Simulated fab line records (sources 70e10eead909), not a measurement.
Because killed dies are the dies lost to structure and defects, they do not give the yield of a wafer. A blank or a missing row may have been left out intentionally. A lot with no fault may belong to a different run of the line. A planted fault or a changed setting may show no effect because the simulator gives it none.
Matching of chambers -- flow nand harc -- cmp-01 running NHARC_A_CHANNEL_FILL_D1_CMP_10: 4 sister chambers
The step polishes, target thk 150 nm. 7 wafers are shown with their chamber, then 7 later ones without.

WAFERS PAIRED WITH THEIR CHAMBERS
wafer,chamber,motor current A (A),time to endpoint s (s)
L085.1,3,11.4,17.1
L085.5,1,11.8,16.7
L090.1,2,11.7,15.6
L090.3,0,12.7,12.8
L090.4,1,12.7,15.2
L095.1,3,11.6,18.8
L095.2,0,12.0,16.6

WAFERS WITHOUT THEIR CHAMBER
wafer,motor current A (A),time to endpoint s (s)
L095.3,11.9,14.7
L096.1,11.2,18.1
L096.3,12.3,14.5
L096.4,11.3,17.2
L097.1,11.7,16.2
L097.4,12.2,14.4
L097.5,11.1,19.3

WHICH CHAMBER EACH WENT THROUGH
wafer,from the rows above,in truth
L095.3,can't be placed: 2 or 0 or 1 or 3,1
L096.1,can't be placed: 3 or 2 or 1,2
L096.3,can't be placed: 0 or 1 or 2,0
L096.4,can't be placed: 3 or 2 or 1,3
L097.1,can't be placed: 2 or 3 or 1 or 0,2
L097.4,can't be placed: 0 or 1 or 2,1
L097.5,can't be placed: 3 or 2 or 1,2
Correct placement for 0 of the 7. Unplaceable from these rows: 7, with the true chamber sitting among the candidates in 7. 0 placed wrongly.
How it was worked out, from the rows above alone: a wafer's distance from a chamber is the root of the sum, over the readings, of the square of ((its reading less the chamber's mean) divided by the reading's scatter). The wafer belongs to the nearest chamber; if the next one is less than 2 further off, it can't be placed. For every chamber, the mean is computed from those of its wafers that are shown. How the scatter is found: for the shown wafers, subtract from each reading the mean of its chamber, square and add these, divide the total by (wafers less chambers), then take the root.
